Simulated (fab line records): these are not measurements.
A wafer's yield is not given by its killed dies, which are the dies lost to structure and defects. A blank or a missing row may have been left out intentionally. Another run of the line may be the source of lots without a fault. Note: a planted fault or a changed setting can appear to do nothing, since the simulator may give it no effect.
fab line records -- flow n5Finfet
record lots=5, wafers=12, lastDay=18
route steps=1938 shown BEOL_M0@739 BEOL_M1@751 BEOL_M4@1111 PASSIVATION@1936
lots that met no fault: taken from a fault-free run of the same line
startH: start of the lot's first displayed wafer, in hours after the record's first day -- waitH: hours from the lot's prior step to this one -- " identical to the entry in the row above -- L1.1+2: a single row standing in for several wafers -- - value missing, or start not given -- * or withheld: withheld -- < > ~ a bound
route shown NAME@n: names a module that has steps shown in the file, with the first one's number in the route -- usual: average and standard deviation across the fault-free wafers -- same: alike in all rows -- chamber/n: place in a boat -- sites: per-site readings -- _std_site: the standard deviation of these -- _edge_site: outer sites' mean less inner sites' -- radiusMm: for every site, how far away it sits from the centre of the wafer -- mask NAME#n: copy n -- behind: the last tool/chamber to shape the wafer -- hold: the reason the lot was held/the length of the hold in hours/how it ended -- device: the n, p or np transistor that did not switch -- end of line: at the end of the route, the tests of the same wafers -- step lacking rows: just its recipe -- killed: count of dies lost to structure and defects at first sort (not the wafer's yield) -- map: a wafer's dies, x killed, . not, _ none there
set.NAME: the run value of the setting; set.NAME@STEP: its run value at that earlier step -- model.NAME: the simulator's own value behind a step, which no gauge read
lots seen at some steps along the route; tables by step, rows by wafer
services: when a tool's chamber went out of use (startH, in hours from the record's first day, below 0 if earlier), for how many hours, and the reason
## steps
# step N5_BEOL_M0_ANNEAL_135
# recipe tempC=400, timeS=60, ambient=vacuum
# step N5_BEOL_M0_SPUTTER_141
# recipe material=Cu, targetThkA=40, tempC=-20, chamberPressurePa=0.07, powerW=withheld, timeS=7.37
# step N5_BEOL_M0_ECD_118
# recipe material=Cu, targetThkA=3000
# step N5_BEOL_M0_ANNEAL_119
# recipe tempC=225, timeS=90, ambient=N2
# step N5_BEOL_M0_CMP_120
# recipe stopOn=SiOC, tOverpolishS=6.9, downForcePsi=1, platenRpm=50, clearingPlatenDownForcePsi=1.5, clearingPlatenRpm=50, postCmpClean=cuAlkaline, clearingPlatenPadVelocityMS=0.99484, padVelocityMS=0.99484
# step N5_BEOL_M0_PRE_CLEAN_131
# recipe gas=NH3/H2, timeS=15, tempC=*, rfPowerW=300
# step N5_BEOL_M0_CO_CAP_123
# recipe material=Co, targetThkA=20, tempC=200, precursor=CCTBA/H2, pressureTorr=30, timeS=102.1
# step N5_BEOL_M0_PRE_CLEAN_124
# recipe gas=NH3, timeS=15, tempC=withheld, rfPowerW=300
# step N5_BEOL_M0_DEP_125
# recipe material=SiCN, targetThkA=80, tempC=withheld, precursor=3MS/NH3, pressureTorr=3, rfW=202, timeS=14
# step N5_BEOL_M1_ILD_DEP_00
# recipe material=SiOC, targetThkA=790, tempC=350, precursor=DEMS/O2, pressureTorr=5, rfW=500, timeS=15.3
# usual heaterPowerW=434/59, showerheadPlenumPTorr=5.687/0.013, throttleValvePct=12.4/0.88
lot.wafer,tool,chamber,startH,waitH,heaterPowerW,showerheadPlenumPTorr,throttleValvePct,model.SiOC_of_BEOL_M1_ILD_DEP_00.thkNm
L422.1,pecvd-01,2,160.65,0.0,381,5.673,11.4,78
L422.2,pecvd-01,0,160.65,0.0,446,5.688,11.4,77.6
L422.5,pecvd-01,0,160.65,0.0,456,5.674,11.6,79.4
L427.2,pecvd-01,1,192.13,0.0,357,5.686,13.5,133.8
L427.6,pecvd-01,0,192.13,0.0,450,5.684,11.7,79.8
L428.1,pecvd-01,0,194.48,0.0,527,5.698,11.3,132.6
L428.2,pecvd-01,1,194.48,0.0,387,5.698,13.6,132.8
L429.2,pecvd-01,2,209.23,0.0,383,5.684,11.6,134.2
L429.6,pecvd-01,2,209.23,0.0,378,5.696,11.7,80.2
L437.1,pecvd-02,1,254.24,0.0,373,5.684,13.1,79
L437.2,pecvd-02,0,254.24,0.0,426,5.689,12.8,77.8
L437.4,pecvd-02,1,254.24,0.0,365,5.689,12.9,80.4
# step N5_BEOL_M1_THK_MEAS_01
# recipe reads=SiOC_of_BEOL_M1_ILD_DEP_00
# usual M1_ILD_THK=79.1/1
lot.wafer,tool,chamber,startH,waitH,M1_ILD_THK[nm]
L422.1,filmMetro-02,-,160.72,0.0,78.0
L422.2,filmMetro-02,-,160.72,0.0,77.8
L422.5,filmMetro-02,-,160.72,0.0,79.5
L427.2,filmMetro-02,-,192.21,0.1,133.7
L427.6,filmMetro-02,-,192.21,0.1,79.8
L428.1,filmMetro-02,-,194.57,0.1,132.5
L428.2,filmMetro-02,-,194.57,0.1,132.9
L429.2,filmMetro-01,-,209.30,0.1,134.1
L429.6,filmMetro-01,-,209.30,0.1,80.1
L437.1,filmMetro-02,-,254.31,0.0,78.9
L437.2,filmMetro-02,-,254.31,0.0,77.8
L437.4,filmMetro-02,-,254.31,0.0,80.2
# step N5_BEOL_M1_PECVD_72
# recipe material=SiO2, targetThkA=160, tempC=400, precursor=TEOS/O2, pressureTorr=5.5, rfW=450, teosFlowSccm=53.8, gas=O2, flowSccm=3000, timeS=18
# step N5_BEOL_M1_HM_DEP_02
# recipe material=TiN, targetThkA=200, tempC=25, chamberPressurePa=0.49996
# step N5_BEOL_M1_COAT_61
# recipe resist=SOC, tempC=250, timeS=60, spinRpm=1500, resistThkNm=60
# step N5_BEOL_M1_COAT_62
# recipe resist=SiARC, tempC=220, timeS=60, spinRpm=1500, resistThkNm=12
# step N5_BEOL_M1_COAT_73
# recipe resist=underlayer, tempC=205, timeS=60, spinRpm=1500, resistThkNm=5
# step N5_BEOL_M1_COAT_05
# recipe resist=CAR-EUV, spinRpm=1500, resistThkNm=30
# step N5_BEOL_M1_EBR_07
# recipe solvent=PGMEA, ebrWidthMm=1.5
# step N5_BEOL_M1_SOFTBAKE_06
# recipe tempC=110, timeS=60, resist=CAR-EUV
# step N5_BEOL_M1_EXPOSE_08
# recipe maskId=M1, na=0.33, sourceShape=dipole, sigmaInner=0.369, sigmaOuter=0.767, polarization=unpolarized, doseMj=33
# step N5_BEOL_M1_PEB_09
# recipe pebTempC=100, pebTimeS=60, resist=CAR-EUV
# step N5_BEOL_M1_DEVELOP_10
# recipe developTimeS=30, developer=TMAH, resist=CAR-EUV, rinseLiquid=surfactantRinse, dry=airSpin, devTempC=23
# step N5_BEOL_M1_DESCUM_16
# recipe chemistry=O2, timeS=7, sourcePowerW=50, biasPowerW=20, pressureMtorr=20, rfFrequencyHz=2.712e+07, tempC=40, resist=CAR-EUV, o2FlowSccm=225
# step N5_BEOL_M1_ETCH_74
# recipe chemistry=N2/H2, target=underlayer, targetDepthA=65, maskMaterial=CAR-EUV, timeS=5.2, ionEnergyEv=200, pressureMtorr=30, sourceW=840, biasW=150, n2FlowSccm=200, h2FlowSccm=200, ends=cleared
# step N5_BEOL_M1_ETCH_63
# recipe chemistry=CF4, target=SiARC, targetDepthA=156, maskMaterial=CAR-EUV, timeS=26, ionEnergyEv=80, pressureMtorr=40, sourceW=545, biasW=36, Ar_flow_sccm=100, cf4FlowSccm=100, ends=cleared
# step N5_BEOL_M1_ETCH_64
# recipe chemistry=N2/H2, target=SOC, targetDepthA=750, overetchA=150, maskMaterial=SiARC, tempC=40, timeS=112.5, ionEnergyEv=200, pressureMtorr=30, sourceW=840, biasW=150, n2FlowSccm=200, h2FlowSccm=200
# step N5_BEOL_M1_STRIP_65
# recipe chemistry=N2/H2, tempC=40, n2FlowSccm=200, h2FlowSccm=200, rfFrequencyHz=6e+07
# step N5_BEOL_M1_STRIP_75
# recipe chemistry=N2/H2, tempC=40, n2FlowSccm=200, h2FlowSccm=200, rfFrequencyHz=6e+07
# step N5_BEOL_M1_STRIP_66
# recipe chemistry=CF4, resist=SiARC, powerW=300, biasPowerW=75, pressureMtorr=50, cf4FlowSccm=150, rfFrequencyHz=6e+07
# step N5_BEOL_M1_HM_OPEN_17
# recipe chemistry=Cl2/BCl3, targetDepthA=200, overetchA=60, target=TiN, maskMaterial=SOC, ionEnergyEv=150, pressureMtorr=10, icpW=1000, biasW=126, Cl2_flow_sccm=53.25, bcl3FlowSccm=21.75, Ar_flow_sccm=25
# step N5_BEOL_M1_STRIP_19
# recipe chemistry=O2, powerW=400, tempC=40, pressureMtorr=30, rfFrequencyHz=6e+07, biasPowerW=0, overashFraction=0.2, o2FlowSccm=225
# step N5_BEOL_M1_COAT_67
# recipe resist=SOC, tempC=250, timeS=60, spinRpm=1500, resistThkNm=60
# step N5_BEOL_M1_COAT_68
# recipe resist=SiARC, tempC=220, timeS=60, spinRpm=1500, resistThkNm=12
# step N5_BEOL_M1_COAT_76
# recipe resist=underlayer, tempC=205, timeS=60, spinRpm=1500, resistThkNm=5
# step N5_BEOL_M1_COAT_22
# recipe resist=CAR-EUV, spinRpm=1500, resistThkNm=30
# step N5_BEOL_M1_CMP_52
# recipe stopOn=SiOC, tOverpolishS=6.8, downForcePsi=1, platenRpm=50, clearingPlatenDownForcePsi=1.5, clearingPlatenRpm=50, postCmpClean=cuAlkaline, targetThkNm=40, clearingPlatenPadVelocityMS=0.99484, padVelocityMS=0.99484
# usual motorCurrentA=6.3/0.77, platenRpm=50.00/0.031
lot.wafer,tool,chamber,startH,waitH,motorCurrentA,platenRpm,model.Cu_of_BEOL_M1_ECD_50.thkNm,model.SiOC_of_BEOL_M1_ILD_DEP_00.thkNm
L422.1,cmp-03,0,169.00,0.4,5.4,50.00,40.4,77
L422.2,cmp-03,3,169.00,0.4,6.9,50.02,42.6,76.8
L422.5,cmp-03,0,169.00,0.4,5.4,50.02,42.6,78.4
L427.2,cmp-01,1,211.61,0.5,6.3,50.06,93.4,132.8
L427.6,cmp-01,0,211.61,0.5,6.8,50.02,41.6,78.8
L428.1,cmp-04,2,213.64,0.3,7.0,50.01,93,131.6
L428.2,cmp-04,0,213.64,0.3,7.0,50.01,95.2,131.8
L429.2,cmp-04,2,227.57,0.3,6.9,50.00,95.8,133.2
L429.6,cmp-04,1,227.57,0.3,7.2,50.01,41.4,79.2
L437.4,cmp-04,1,269.27,0.2,8.1,50.07,41,79.4
L437.2,cmp-04,2,269.27,0.2,7.0,50.02,39.2,76.8
L437.1,cmp-04,3,269.27,0.2,5.9,50.02,41.4,78
# step N5_BEOL_M4_RC_MEAS_101
# usual DIBL_N=35.8/2.2, DIBL_P=35.3/2.7, IOFF_N=0.16/0.043, IOFF_P=0.21/0.043, ION_N=676/15, ION_P=463/9.1, SS_N=71.4/0.77, SS_P=73.0/0.79, VT_N=250/4, VT_P=-249.8/2.8
lot.wafer,tool,chamber,startH,waitH,DIBL_N[mV/V],DIBL_P[mV/V],IOFF_N[nA/um],IOFF_P[nA/um],ION_N[uA/um],ION_P[uA/um],SS_N[mV/dec],SS_P[mV/dec],VT_N[mV],VT_P[mV]
L422.1,prober-02,0,213.38,0.0,35.1,34.8,0.15,0.20,665,456,71.2,72.8,251,-251.9
L422.2,prober-02,0,213.38,0.0,33.7,33.0,0.13,0.18,679,467,70.7,72.2,250,-250.2
L422.5,prober-02,0,213.38,0.0,32.4,31.8,0.11,0.16,673,463,70.3,72.3,252,-252.0
L427.6,prober-01,0,248.36,0.8,38.4,38.3,0.21,0.23,670,450,72.7,73.3,245,-248.7
L429.6,prober-02,0,266.96,0.8,35.8,37.0,0.16,0.21,676,469,71.4,73.5,246,-250.0
L437.1,prober-01,0,314.37,0.0,35.4,33.4,0.14,0.20,679,467,71.3,72.6,249,-249.0
L437.2,prober-01,0,314.37,0.0,37.6,35.1,0.19,0.23,694,465,71.8,73.4,246,-247.3
L437.4,prober-01,0,314.37,0.0,36.2,32.8,0.15,0.18,678,464,70.8,73.1,251,-250.0
# step N5_PASSIVATION_PROBE_49
# usual defectLimitedYield=91.1/1.4, killed_at_M0_to_M3=34/11, killed_at_M4_up=14/5.6, killedAtContacts=13/5.9, killedAtFrontEnd=40/11, killedAtOther=4/3.1, killedDies=105/16, killedOnRim=14/4.2, killedOpen=68/11, killedShort=34/8.4, sort_bin_5_function=5.2/0.86, sort_bin_6_memory=3.2/0.7, sort_bin_8_speed=0.1/1.1, sortNPass=1074/21, sortYieldPct=91.0/1.8
# same grossDies=1180, killedAtBackSide=0, sort_bin_4_leakage[%]=0
lot.wafer,tool,chamber,startH,waitH,defectLimitedYield[%],killed_at_M0_to_M3,killed_at_M4_up,killedAtContacts,killedAtFrontEnd,killedAtOther,killedDies,killedOnRim,killedOpen,killedShort,sort_bin_5_function[%],sort_bin_6_memory[%],sort_bin_8_speed[%],sortNPass,sortYieldPct[%]
L422.1,prober-02,-,320.17,0.0,89.1,51,13,20,39,6,129,15,93,33,6.3,4.4,0,1051,89.1
L422.2,prober-02,-,320.22,0.1,90.6,45,13,20,32,1,111,9,75,32,5.5,3.5,0,1069,90.6
L422.5,prober-02,-,320.37,0.2,89.8,41,17,16,41,5,120,13,88,28,6.2,3.6,0,1060,89.8
L427.2,prober-01,-,347.43,0.1,0,1108,14,12,41,5,1180,152,61,35,96.8,3.1,0,0,0
L427.6,prober-01,-,347.63,0.3,89.7,38,12,11,50,10,121,20,69,40,5.9,3.6,0,1059,89.7
L429.2,prober-02,-,380.93,0.1,0,1109,12,10,44,5,1180,152,81,37,96.4,3.2,0,0,0
L429.6,prober-02,-,381.13,0.3,90.5,42,10,12,39,9,112,15,71,37,6.1,3.1,0,1068,90.5
L428.1,prober-01,-,389.25,0.0,0,1107,16,17,35,5,1180,152,79,34,96.0,3.7,0,0,0
L428.2,prober-01,-,389.30,0.1,0,1105,9,18,44,4,1180,152,77,36,97.0,2.5,0,0,0
L437.1,prober-01,-,442.64,0.0,90.6,36,5,21,42,7,111,17,77,32,6.1,2.8,0.1,1069,90.6
L437.2,prober-01,-,442.69,0.1,92.2,27,16,8,38,3,92,12,61,30,4.7,3.0,0,1088,92.2
L437.4,prober-01,-,442.79,0.2,89.2,28,14,24,54,7,127,16,85,42,6.8,3.6,0,1053,89.2
# killed by level:class
L422.1 MOL_CONTACT_COAG:geometricParticle:open=18 BEOL_M2:geometricParticle:open=15 STI_FIN_REVEAL:geometricParticle:open=11 FIN_SAQP:geometricParticle:open=10 BEOL_M1:geometricParticle:open=8 BEOL_M4:geometricParticle:open=7 BEOL_M3:geometricParticle:open=6 BEOL_M0_SAQP:geometricParticle:open=5
L422.2 MOL_CONTACT_COAG:geometricParticle:open=17 BEOL_M3:geometricParticle:open=12 BEOL_M0_SAQP:geometricParticle:short=10 BEOL_M0_SAQP:geometricParticle:open=8 BEOL_M4:geometricParticle:open=8 FIN_SAQP:geometricParticle:short=7 BEOL_M2:geometricParticle:open=7 DUMMY_GATE:geometricParticle:open=5
L422.5 MOL_CONTACT_COAG:geometricParticle:open=12 STI_FIN_REVEAL:geometricParticle:open=11 BEOL_M2:geometricParticle:open=9 FIN_SAQP:geometricParticle:open=8 BEOL_M3:geometricParticle:open=8 BEOL_M4:geometricParticle:open=7 BEOL_M0:geometricParticle:open=7 BEOL_M0_SAQP:geometricParticle:short=5
L427.2 BEOL_M1:areaEtch=1082 MOL_CONTACT_COAG:geometricParticle:open=10 BEOL_M4:geometricParticle:open=7 STI_FIN_REVEAL:geometricParticle:open=6 DUMMY_GATE:geometricParticle:open=6 BEOL_M0_SAQP:geometricParticle:short=6 BEOL_M2:geometricParticle:open=6 BEOL_M3:geometricParticle:open=6
L427.6 FIN_SAQP:geometricParticle:short=12 BEOL_M1:geometricParticle:open=10 MOL_CONTACT_COAG:geometricParticle:open=9 BEOL_M0_SAQP:geometricParticle:short=7 BEOL_M2:geometricParticle:open=6 STARTING-WAFER:geometricParticle:open=6 HKMG_FIN:areaEtch=6 FIN_SAQP:geometricParticle:open=5
L429.2 BEOL_M1:areaEtch=1060 BEOL_M0_SAQP:geometricParticle:short=15 BEOL_M0_SAQP:geometricParticle:open=10 BEOL_M1:geometricParticle:open=10 STI_FIN_REVEAL:geometricParticle:open=9 DUMMY_GATE:geometricParticle:open=8 FIN_SAQP:geometricParticle:open=7 MOL_CONTACT_COAG:geometricParticle:open=6
L429.6 MOL_CONTACT_COAG:geometricParticle:open=12 BEOL_M0_SAQP:geometricParticle:short=11 FIN_SAQP:geometricParticle:open=10 BEOL_M2:geometricParticle:open=10 BEOL_M0_SAQP:geometricParticle:open=9 BEOL_M1:geometricParticle:open=9 STI_FIN_REVEAL:geometricParticle:open=6 GATE_CUT:geometricParticle:short=5
L428.1 BEOL_M1:areaEtch=1066 MOL_CONTACT_COAG:geometricParticle:open=15 BEOL_M0_SAQP:geometricParticle:open=14 BEOL_M1:geometricParticle:open=9 FIN_SAQP:geometricParticle:short=8 BEOL_M4:geometricParticle:open=8 BEOL_M0_SAQP:geometricParticle:short=7 DUMMY_GATE:geometricParticle:open=5
L428.2 BEOL_M1:areaEtch=1066 MOL_CONTACT_COAG:geometricParticle:open=17 STI_FIN_REVEAL:geometricParticle:open=11 BEOL_M0_SAQP:geometricParticle:open=10 BEOL_M0:geometricParticle:open=10 FIN_SAQP:geometricParticle:short=9 BEOL_M0_SAQP:geometricParticle:short=8 BEOL_M4:geometricParticle:open=7
L437.1 MOL_CONTACT_COAG:geometricParticle:open=18 STI_FIN_REVEAL:geometricParticle:open=10 BEOL_M0_SAQP:geometricParticle:short=8 BEOL_M3:geometricParticle:open=7 BEOL_M1:geometricParticle:open=6 DUMMY_GATE:geometricParticle:open=5 FIN_SAQP:geometricParticle:open=4 STI_FIN_REVEAL:geometricParticle:short=4
L437.2 BEOL_M4:geometricParticle:open=11 FIN_SAQP:geometricParticle:open=8 FIN_SAQP:geometricParticle:short=8 STI_FIN_REVEAL:geometricParticle:open=7 BEOL_M2:geometricParticle:open=7 MOL_CONTACT_COAG:geometricParticle:open=6 BEOL_M0_SAQP:geometricParticle:short=6 DUMMY_GATE:geometricParticle:open=4
L437.4 MOL_CONTACT_COAG:geometricParticle:open=21 STI_FIN_REVEAL:geometricParticle:open=15 BEOL_M0_SAQP:geometricParticle:short=9 STI_FIN_REVEAL:geometricParticle:short=7 DUMMY_GATE:geometricParticle:open=7 BEOL_M4:geometricParticle:open=6 STARTING-WAFER:geometricParticle:open=6 FIN_SAQP:geometricParticle:open=5
# map L427.2 (x killed, . not)
_________________xxxxxxxxxxxx________________
______________xxxxxxxxxxxxxxxxxx_____________
___________xxxxxxxxxxxxxxxxxxxxxxxx__________
__________xxxxxxxxxxxxxxxxxxxxxxxxxx_________
________xxxxxxxxxxxxxxxxxxxxxxxxxxxxxx_______
_______xxxxxxxxxxxxxxxxxxxxxxxxxxxxxxxx______
______xxxxxxxxxxxxxxxxxxxxxxxxxxxxxxxxxx_____
_____xxxxxxxxxxxxxxxxxxxxxxxxxxxxxxxxxxxx____
____xxxxxxxxxxxxxxxxxxxxxxxxxxxxxxxxxxxxxx___
___xxxxxxxxxxxxxxxxxxxxxxxxxxxxxxxxxxxxxxxx__
___xxxxxxxxxxxxxxxxxxxxxxxxxxxxxxxxxxxxxxxx__
__xxxxxxxxxxxxxxxxxxxxxxxxxxxxxxxxxxxxxxxxxx_
__xxxxxxxxxxxxxxxxxxxxxxxxxxxxxxxxxxxxxxxxxx_
_xxxxxxxxxxxxxxxxxxxxxxxxxxxxxxxxxxxxxxxxxxxx
_xxxxxxxxxxxxxxxxxxxxxxxxxxxxxxxxxxxxxxxxxxxx
_xxxxxxxxxxxxxxxxxxxxxxxxxxxxxxxxxxxxxxxxxxxx
_xxxxxxxxxxxxxxxxxxxxxxxxxxxxxxxxxxxxxxxxxxxx
_xxxxxxxxxxxxxxxxxxxxxxxxxxxxxxxxxxxxxxxxxxxx
_xxxxxxxxxxxxxxxxxxxxxxxxxxxxxxxxxxxxxxxxxxxx
_xxxxxxxxxxxxxxxxxxxxxxxxxxxxxxxxxxxxxxxxxxxx
_xxxxxxxxxxxxxxxxxxxxxxxxxxxxxxxxxxxxxxxxxxxx
__xxxxxxxxxxxxxxxxxxxxxxxxxxxxxxxxxxxxxxxxxx_
__xxxxxxxxxxxxxxxxxxxxxxxxxxxxxxxxxxxxxxxxxx_
___xxxxxxxxxxxxxxxxxxxxxxxxxxxxxxxxxxxxxxxx__
___xxxxxxxxxxxxxxxxxxxxxxxxxxxxxxxxxxxxxxxx__
____xxxxxxxxxxxxxxxxxxxxxxxxxxxxxxxxxxxxxx___
_____xxxxxxxxxxxxxxxxxxxxxxxxxxxxxxxxxxxx____
______xxxxxxxxxxxxxxxxxxxxxxxxxxxxxxxxxx_____
_______xxxxxxxxxxxxxxxxxxxxxxxxxxxxxxxx______
________xxxxxxxxxxxxxxxxxxxxxxxxxxxxxx_______
__________xxxxxxxxxxxxxxxxxxxxxxxxxx_________
___________xxxxxxxxxxxxxxxxxxxxxxxx__________
______________xxxxxxxxxxxxxxxxxx_____________
_________________xxxxxxxxxxxx________________
# map L428.1 (x killed, . not)
_________________xxxxxxxxxxxx________________
______________xxxxxxxxxxxxxxxxxx_____________
___________xxxxxxxxxxxxxxxxxxxxxxxx__________
__________xxxxxxxxxxxxxxxxxxxxxxxxxx_________
________xxxxxxxxxxxxxxxxxxxxxxxxxxxxxx_______
_______xxxxxxxxxxxxxxxxxxxxxxxxxxxxxxxx______
______xxxxxxxxxxxxxxxxxxxxxxxxxxxxxxxxxx_____
_____xxxxxxxxxxxxxxxxxxxxxxxxxxxxxxxxxxxx____
____xxxxxxxxxxxxxxxxxxxxxxxxxxxxxxxxxxxxxx___
___xxxxxxxxxxxxxxxxxxxxxxxxxxxxxxxxxxxxxxxx__
___xxxxxxxxxxxxxxxxxxxxxxxxxxxxxxxxxxxxxxxx__
__xxxxxxxxxxxxxxxxxxxxxxxxxxxxxxxxxxxxxxxxxx_
__xxxxxxxxxxxxxxxxxxxxxxxxxxxxxxxxxxxxxxxxxx_
_xxxxxxxxxxxxxxxxxxxxxxxxxxxxxxxxxxxxxxxxxxxx
_xxxxxxxxxxxxxxxxxxxxxxxxxxxxxxxxxxxxxxxxxxxx
_xxxxxxxxxxxxxxxxxxxxxxxxxxxxxxxxxxxxxxxxxxxx
_xxxxxxxxxxxxxxxxxxxxxxxxxxxxxxxxxxxxxxxxxxxx
_xxxxxxxxxxxxxxxxxxxxxxxxxxxxxxxxxxxxxxxxxxxx
_xxxxxxxxxxxxxxxxxxxxxxxxxxxxxxxxxxxxxxxxxxxx
_xxxxxxxxxxxxxxxxxxxxxxxxxxxxxxxxxxxxxxxxxxxx
_xxxxxxxxxxxxxxxxxxxxxxxxxxxxxxxxxxxxxxxxxxxx
__xxxxxxxxxxxxxxxxxxxxxxxxxxxxxxxxxxxxxxxxxx_
__xxxxxxxxxxxxxxxxxxxxxxxxxxxxxxxxxxxxxxxxxx_
___xxxxxxxxxxxxxxxxxxxxxxxxxxxxxxxxxxxxxxxx__
___xxxxxxxxxxxxxxxxxxxxxxxxxxxxxxxxxxxxxxxx__
____xxxxxxxxxxxxxxxxxxxxxxxxxxxxxxxxxxxxxx___
_____xxxxxxxxxxxxxxxxxxxxxxxxxxxxxxxxxxxx____
______xxxxxxxxxxxxxxxxxxxxxxxxxxxxxxxxxx_____
_______xxxxxxxxxxxxxxxxxxxxxxxxxxxxxxxx______
________xxxxxxxxxxxxxxxxxxxxxxxxxxxxxx_______
__________xxxxxxxxxxxxxxxxxxxxxxxxxx_________
___________xxxxxxxxxxxxxxxxxxxxxxxx__________
______________xxxxxxxxxxxxxxxxxx_____________
_________________xxxxxxxxxxxx________________
## services
tool,chamber,startH,hours,kind
cmp-04,-,142.43,4.0,pm
cmp-01,-,144.06,8.7,pm
cmp-04,-,146.43,-,consumableReplace:conditioner
cmp-04,-,146.43,-,consumableReplace:pad
pecvd-02,2,155.76,2.1,scheduledDown
cmp-01,-,158.35,4.3,pm
cmp-01,-,166.41,7.5,pm
cmp-04,-,173.15,2.0,repair
cmp-04,-,176.37,6.5,pm
pecvd-01,2,180.44,14.7,repair
cmp-04,-,183.67,2.0,repair
pecvd-01,-,196.23,0.5,repair
cmp-01,-,196.79,4.5,repair
cmp-03,-,209.31,0.3,repair
pecvd-01,2,214.88,2.1,scheduledDown
cmp-01,-,218.68,1.2,repair
pecvd-01,-,219.58,1.3,repair
cmp-01,-,227.42,4.0,pm
cmp-04,-,230.79,1.2,repair
cmp-01,-,231.42,-,consumableReplace:conditioner
cmp-01,-,231.42,-,consumableReplace:pad
cmp-04,-,244.92,0.5,repair
cmp-01,-,262.00,1.7,repair
## key
firstSign step=N5_BEOL_M1_THK_MEAS_01, reading=M1_ILD_THK, direction=up, sigmas=52, usual=79.1, struck=133.3
effect step=N5_PASSIVATION_PROBE_49, reading=sort_bin_5_function, direction=up, sigmas=99+, usual=5.2, struck=96.5
modelEffect step=N5_BEOL_M1_ILD_DEP_00, value=SiOC_of_BEOL_M1_ILD_DEP_00.thkNm, without=77.75, struck=133.4
modelEffect step=N5_BEOL_M1_CMP_52, value=Cu_of_BEOL_M1_ECD_50.thkNm, without=38.8, struck=94.35
moreKillsBornAt N5_BEOL_M1_ETCH_41@rieDiel-06=3214, N5_BEOL_M1_ETCH_41@rieDiel-05=1060
metAt N5_BEOL_M1_ILD_DEP_00
struckWafers L427.2,L428.1,L428.2,L429.2
laterRowsLeftOut L427.2,L428.1,L428.2,L429.2
onsetBetween 160.65 192.13
fault kind=processParameterDrift, tool=pecvd-01, chamber=-, onsetH=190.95, steps=N5_BEOL_M1_ILD_DEP_00, channel=timeS, offset=*, shape=step, endH=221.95, scope=struckWafersOnly, actsIn=*, stated=*
# laterRowsLeftOut: the simulator's readings of these wafers behind a module that went badly wrong aren't trusted and aren't shown, but for the sort
